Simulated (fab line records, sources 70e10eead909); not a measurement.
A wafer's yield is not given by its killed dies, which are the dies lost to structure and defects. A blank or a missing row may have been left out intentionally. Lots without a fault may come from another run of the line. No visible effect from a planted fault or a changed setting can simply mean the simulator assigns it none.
Matching of chambers    flow nand_harc    4 sister chambers for NHARC_A_CONTACT_ALD_18 on ald_metal-01
The step deposits TiN, target thk 3 nm, pulse time 1 s, ald cycles 150. 20 wafers are shown with their chamber, then 10 later ones without.

WAFERS WITH THEIR CHAMBER
wafer   chamber  heater_power_w (W)  precursor_pulse_height_rel
L074.1  0        1078                0.983
L074.2  1        1076                1.008
L074.4  2        984                 0.970
L078.2  1        1043                1.028
L078.4  0        1048                1.040
L078.6  0        1025                0.947
L078.1  3        1398                1.009
L078.3  2        994                 1.004
L078.5  1        1047                0.993
L079.2  3        1441                0.994
L079.5  1        1031                1.012
L079.6  2        989                 1.005
L080.1  3        1413                1.002
L080.3  0        1049                1.011
L080.5  3        1388                1.008
L089.1  1        1056                0.972
L089.3  0        1045                0.981
L089.6  0        1019                0.989
L091.3  3        1466                1.019
L091.4  1        1052                0.993

SIGNATURES (averages over the wafers above)
reading                     chamber 0  chamber 1  chamber 2  chamber 3  scatter within a chamber
heater_power_w              1044.00    1050.83    989.00     1421.20    21.6
precursor_pulse_height_rel  0.99183    1.00100    0.99300    1.00640    0.0222
Rule: a wafer's distance from a chamber is the root of the sum, over the readings, of the square of ((its reading less the chamber's mean) divided by the reading's scatter). If the next closest chamber is less than 2 further off than the closest, the wafer can't be placed; otherwise it belongs to the closest. The scatter is the square root of a quotient: the sum, over the shown wafers, of each reading's squared deviation from its chamber's mean, divided by wafers minus chambers.

WAFERS WHOSE CHAMBER IS MISSING
wafer   heater_power_w (W)  precursor_pulse_height_rel
L091.6  1424                0.983
L093.1  1044                0.987
L093.2  988                 1.005
L093.3  1059                0.998
L095.2  1032                1.007
L095.3  1266                1.011
L095.6  1035                1.001
L096.1  1268                1.041
L096.2  1018                0.959
L096.6  1038                0.978

WHICH CHAMBER EACH ONE RAN IN
wafer   from the rows above           in truth
L091.6  3                             3
L093.1  can't be placed: 0 or 1       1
L093.2  2                             2
L093.3  can't be placed: 1 or 0       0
L095.2  can't be placed: 0 or 1 or 2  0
L095.3  3                             3
L095.6  can't be placed: 0 or 1 or 2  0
L096.1  3                             3
L096.2  can't be placed: 0 or 2 or 1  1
L096.6  can't be placed: 0 or 1 or 2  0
Correct placement for 4 of the 10. Not placeable from these rows: 6 (in 6, the candidates include the true chamber). Wrongly placed: 0.
